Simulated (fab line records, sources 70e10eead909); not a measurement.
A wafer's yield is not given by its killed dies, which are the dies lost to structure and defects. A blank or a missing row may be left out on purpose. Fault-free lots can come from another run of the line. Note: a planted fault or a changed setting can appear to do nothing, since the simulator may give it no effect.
Problem report in the 8D (eight disciplines) form, filled by code | flow nand harc | the parts of the form that need people (team, actions taken, sign-off) are left out

1. WHAT WENT WRONG
killed at array at NHARC_END_SORT_01 reads a mean of 170 on 6 wafers of 2 lots; wafers without a fault read 58 with a standard deviation of 22. Relative to the usual mean, that is a shift of +5.1 standard deviations.
First seen on wafer L243.1, day 29 05:26, on prober-02. The record has a number at this step for 6 wafers belonging to 2 lots. By rule, "out" or "out of limits" means more than 4 standard deviations away from the usual mean. All remaining wafers that have a number are taken as sound.

2. WHAT IT IS AND WHAT IT IS NOT
question                    | is                           | is not
which readings at this step | killed at array, killed dies | killed at other, killed at periphery, killed short
which lots                  | L243, L245                   | -
which wafers of those lots  | all that have a number       | -
read on which gauges        | prober-02                    | -
when                        | from day 29 05:26            | up to then (0 sound wafers)

3. THE SUSPECTS, EACH WITH WHAT RULES IT OUT
Counting: a tool stays on the suspect list if, at a process step up to the reading, it processed all lots that are out and no sound lot following the first of them.
- the gauge at NHARC_END_SORT_01: kept. All the wafers that are out were read on prober-02, and no step on other tools shows them out.
- plasma asher-02 at NHARC_A_STAIRCASE_STRIP_446 (strips in O2): kept. It ran every lot that is out, first L243 (day 23 20:56), and no sound lot after that.
- rie diel-11 at NHARC_HYBRID_BOND_ACTIVATE_00 (chemistry N2, time 60 s): kept. It ran every lot that is out, first L243 (day 28 04:13), and no sound lot after that.
- pvd sputter-01 at NHARC_THIN_TSV_PVD_51 (deposits Cu, target thk 100 nm): kept. It ran every lot that is out, first L243 (day 28 19:31), and no sound lot after that. With no start given for some of its lots, NHARC_THIN_TSV_PVD_51 uses the hours and lot order of NHARC_THIN_TSV_PRE_CLEAN_54.
Left after counting: plasma asher-02 at NHARC_A_STAIRCASE_STRIP_446, rie diel-11 at NHARC_HYBRID_BOND_ACTIVATE_00, pvd sputter-01 at NHARC_THIN_TSV_PVD_51, prober-02 at NHARC_END_SORT_01.

4. THE CAUSE (what the simulator had put in)
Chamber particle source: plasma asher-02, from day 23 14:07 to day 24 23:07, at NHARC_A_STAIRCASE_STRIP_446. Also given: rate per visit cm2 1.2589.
4 suspects survive the count, and this tool is in that group.

5. SEQUENCE OF EFFECTS, ordered by route
One row per reading whose mean, taken over the struck wafers that have a number, lies over 3 standard deviations from the usual. Only readings whose record carries a usual standard deviation are examined. hours: median over the lots of the time between each lot's start at the first step of this table that gives one and its start at this step. sigmas: the change, counted in usual standard deviations.
hours | step              | reading         | usual | on struck wafers | change | sigmas
0     | NHARC_END_SORT_01 | killed at array | 58    | 170              | +112   | +5.1
0     | NHARC_END_SORT_01 | killed dies     | 64    | 174              | +110   | +5.0

6. HOW IT WOULD HAVE BEEN CAUGHT EARLIER
135 hours passed between the start of the fault at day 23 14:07 and the first reading out of limits at a measuring or inspecting step in this record, taken at day 29 05:26.
An alarm limit of 4 standard deviations would not have fired on the tool readings at NHARC_A_STAIRCASE_STRIP_446 for which the record gives a usual standard deviation, since none of them was out on any struck wafer.
By day 29 05:26, every lot that is out (2) had started NHARC_A_STAIRCASE_STRIP_446 on plasma asher-02. Tool hold at that time: it would have spared none of them.
